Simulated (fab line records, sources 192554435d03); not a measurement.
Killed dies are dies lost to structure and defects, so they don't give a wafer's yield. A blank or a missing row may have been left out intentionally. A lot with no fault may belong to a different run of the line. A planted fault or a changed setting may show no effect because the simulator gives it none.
Matching of chambers | flow n5 finfet | N5_BEOL_M1_PRE_CLEAN_60 on cvd co-01 has 3 sister chambers
The step time 15 s. 6 wafers are shown with their chamber, then 11 later ones without.

WAFERS, EACH WITH ITS CHAMBER
wafer  | chamber | heater power w (W)
L089.4 | 0       | 82
L089.5 | 1       | 92
L090.1 | 0       | 82
L090.2 | 1       | 94
L090.6 | 2       | 71
L091.1 | 2       | 70

WAFERS WITH NO CHAMBER GIVEN
wafer  | heater power w (W)
L091.3 | 82
L091.5 | 83
L092.1 | 71
L092.2 | 97
L092.6 | 84
L094.1 | 94
L094.5 | 84
L094.6 | 94
L097.1 | 95
L097.3 | 84
L097.5 | 95

WHICH CHAMBER EACH ONE RAN IN
wafer  | from the rows above | in truth
L091.3 | 0                   | 0
L091.5 | 0                   | 0
L092.1 | 2                   | 2
L092.2 | 1                   | 1
L092.6 | 0                   | 0
L094.1 | 1                   | 1
L094.5 | 0                   | 0
L094.6 | 1                   | 1
L097.1 | 1                   | 1
L097.3 | 0                   | 0
L097.5 | 1                   | 1
11 of 11 placed correctly. From these rows, 0 cannot be placed. 0 placed wrongly.
How it was worked out, from the rows above alone: a wafer's distance from a chamber is the root of the sum, over the readings, of the square of ((its reading less the chamber's mean) divided by the reading's scatter). The wafer belongs to the nearest chamber; if the next one is less than 2 further off, it can't be placed. A chamber's mean is the mean of its shown wafers. The scatter: the root of (the sum of the squares of (reading less its chamber's mean) over the shown wafers, divided by (wafers less chambers)).
